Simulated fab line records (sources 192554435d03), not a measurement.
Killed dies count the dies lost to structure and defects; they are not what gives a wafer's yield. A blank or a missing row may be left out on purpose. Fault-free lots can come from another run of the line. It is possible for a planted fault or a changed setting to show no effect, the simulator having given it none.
Code-filled problem report in 8D (eight disciplines) form | flow n5Finfet | the parts of the form that need people (team, actions taken, sign-off) are left out

== 1. WHAT WENT WRONG ==
M3_THK at N5_BEOL_M3_THK_MEAS_53 reads a mean of 297.9 nm on 9 wafers of 3 lots; wafers without a fault read 38.9 nm with a standard deviation of 1.6. So: +99 or more standard deviations from the usual mean.
The step: measures by xrf.
The first sign was on wafer L497.1 at day 10 01:10, on filmMetro-01. The record holds 27 wafers of 9 lots with a number at this step. By rule, "out" or "out of limits" means more than 4 standard deviations away from the usual mean. All remaining wafers that have a number are taken as sound.

== 2. WHAT IT IS, AND WHAT IT ISN'T ==
question                    | is                         | is not
which readings at this step | M3_THK                     | -
which lots                  | L497, L498, L499           | L491, L495, L502, L503, L505, L506
which wafers of those lots  | all that have a number     | -
read on which gauges        | filmMetro-01, filmMetro-02 | -
when                        | from day 10 01:10          | up to then (6 sound wafers); but 12 sound wafers of L502, L503, L505, L506 came after

== 3. WHAT RULES OUT EACH SUSPECT ==
Counting: a tool stays on the suspect list if, at a process step up to the reading, it processed all lots that are out and no sound lot following the first of them.
- the gauge at N5_BEOL_M3_THK_MEAS_53 is ruled out. Those wafers that are out were read across 2 gauges (filmMetro-01, filmMetro-02).
- cmp-02 at N5_BEOL_M3_CMP_52 (polishes, stops on SiOC, t overpolish 6.8 s, target thk 40 nm): ruled out as a lasting fault. Sound lots L502, L503 ran on it after its first lot that is out, L497 (day 10 00:52).
Left after counting: nothing in the record.

== 4. THE CAUSE (what the simulator had put in) ==
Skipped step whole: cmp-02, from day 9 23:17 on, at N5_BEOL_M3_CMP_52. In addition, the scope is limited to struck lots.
The count ruled it out by mistake, since the rule takes a fault to strike every lot its tool runs from the start of the fault on, and this one did not do so.

== 5. THE EFFECT CHAIN, in route order ==
One row per reading whose mean, taken over the struck wafers that have a number, lies over 3 standard deviations from the usual. Only readings whose record carries a usual standard deviation are examined. hours: median over the lots of the time between each lot's start at the first step of this table that gives one and its start at this step. sigmas: the change, counted in usual standard deviations.
hours | step                    | reading            | usual       | on struck wafers | change | sigmas
0     | N5_BEOL_M3_THK_MEAS_53  | M3_THK             | 38.9 nm     | 297.9            | +259.0 | +99 or more
0     | N5_BEOL_M3_RS_MEAS_58   | M3_RS              | 0.69 ohm/sq | 0.06             | -0.63  | -18
0     | N5_BEOL_M3_INSPECT_59   | rawDefectCount     | 73          | 5122             | +5049  | +99 or more
156   | N5_PASSIVATION_PROBE_49 | defectLimitedYield | 91.5 %      | 0.0              | -91.5  | -61
156   | N5_PASSIVATION_PROBE_49 | killed_at_M0_to_M3 | 33          | 1114             | +1081  | +99 or more
156   | N5_PASSIVATION_PROBE_49 | killedDies         | 101         | 1180             | +1079  | +60
156   | N5_PASSIVATION_PROBE_49 | killedOnRim        | 13          | 152              | +139   | +36
156   | N5_PASSIVATION_PROBE_49 | sortNPass          | 1079        | 0                | -1079  | -60
156   | N5_PASSIVATION_PROBE_49 | sortYieldPct       | 91.5 %      | 0.0              | -91.5  | -61
It contains these process steps:
- N5_PASSIVATION_PROBE_49
Readings that are blank on the struck wafers while sound wafers have them: barrierFieldEndpointS at N5_BEOL_M3_CMP_52; clearingPlatenDownForcePsi at N5_BEOL_M3_CMP_52; motorCurrentA at N5_BEOL_M3_CMP_52; overpolishRunS at N5_BEOL_M3_CMP_52; timeToEndpointS at N5_BEOL_M3_CMP_52.

== 6. HOW IT WOULD HAVE BEEN CAUGHT EARLIER ==
Counted from the fault's start at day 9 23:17, it took 2 hours until the first out-of-limits reading at a measuring or inspecting step in this record, taken at day 10 01:10.
At N5_BEOL_M3_CMP_52 the tool's readings are blank on the struck wafers, where sound wafers have them: an empty tool record is the first sign, and it was there at once.
